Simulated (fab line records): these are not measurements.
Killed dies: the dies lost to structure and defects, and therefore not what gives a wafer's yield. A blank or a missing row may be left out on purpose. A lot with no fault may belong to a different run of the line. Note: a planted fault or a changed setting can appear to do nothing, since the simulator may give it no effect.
2 desks, one fault | flow n5Finfet | numbers are kept per desk, each desk with only its own; the story behind them comes last

AT THE METROLOGY DESK
Means of the sampled wafers that have a number, per lot and without regard to the tool the lot ran on: this is what the gauges read. Any lot whose mean is over 4 standard deviations away from the usual mean is out of limits and marked OUT; that distance is given in the brackets.
Columns: A = cdNm at N5_BEOL_M6_CD_MEAS_35, usual 40.8 nm; B = M6_RS at N5_BEOL_M6_RS_MEAS_57, usual 0.292 ohm/sq; C = M7_ILD_THK at N5_BEOL_M7_THK_MEAS_01, usual 155.3 nm
lot  | first seen here | A    | B     | C
L383 | day 9 01:01     | 39.9 | 0.291 | 158.1
L384 | day 9 04:31     | 40.6 | 0.296 | 155.7
L385 | day 10 06:26    | 40.7 | 0.294 | 156.1
L389 | day 10 22:59    | 40.1 | 0.278 | 157.6
L386 | day 10 23:14    | 42.1 | 0.304 | 152.5
L393 | day 11 09:14    | 40.6 | 0.278 | 158.1
L395 | day 12 07:28    | 40.7 | 0.281 | 149.4
L396 | day 12 07:53    | 40.6 | 0.290 | 154.9
L397 | day 12 21:46    | 40.9 | 0.293 | 147.5
L406 | day 14 23:22    | 41.0 | 0.295 | 153.9
L405 | day 14 23:37    | 40.8 | 0.289 | 155.7
This desk's verdict: no lot among the 11 shows anything out of limits.

AT THE TOOL OWNER'S DESK: pecvd-02
The tool's own readings at N5_BEOL_M7_ILD_DEP_00 (deposits SiCOH lowk from DEMS/porogen, target thk 179.75 nm, time 33.4 s): means of the sampled wafers that have a number, for each lot that ran on this tool. Any lot whose mean is over 4 standard deviations away from the usual mean is out of limits and marked OUT; that distance is given in the brackets.
Columns: A = heaterPowerW at N5_BEOL_M7_ILD_DEP_00, usual 326 W; B = showerheadPlenumPTorr at N5_BEOL_M7_ILD_DEP_00, usual 5.741 Torr; C = susceptorTempC at N5_BEOL_M7_ILD_DEP_00, usual 299.98 C; D = throttleValvePct at N5_BEOL_M7_ILD_DEP_00, usual 13.6 %
lot  | first seen here | A   | B     | C                | D
L383 | day 9 03:27     | 339 | 5.732 | 300.22           | 14.0
L385 | day 10 09:50    | 332 | 5.750 | 300.01           | 13.6
L393 | day 11 11:25    | 308 | 5.739 | 299.84           | 13.6
L395 | day 12 10:05    | 401 | 5.742 | 305.34 (+27) OUT | 13.0
L397 | day 13 00:59    | 356 | 5.744 | 305.36 (+27) OUT | 13.3
This desk's finding: out of limits on L395, L397; first on L395, day 12 10:05 (susceptorTempC at N5_BEOL_M7_ILD_DEP_00). In limits: L383, L385, L393.

BROUGHT TOGETHER
At day 12 10:05, on L395, L397, the tool owner's desk was in a position to raise an alarm.
Nothing out of limits was seen by the metrology desk.
The metrology desk holds a record of L395, L397, inside its limits.
Every lot named ran N5_BEOL_M7_ILD_DEP_00 on pecvd-02.

WHAT THE SIMULATOR PUT IN
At N5_BEOL_M7_ILD_DEP_00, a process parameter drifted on pecvd-02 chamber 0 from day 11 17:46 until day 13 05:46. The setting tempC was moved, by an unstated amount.
Shown lots that were struck: L395, L397.
Each desk's first reading out of limits, in hours after the fault started: the tool owner's desk, 16.
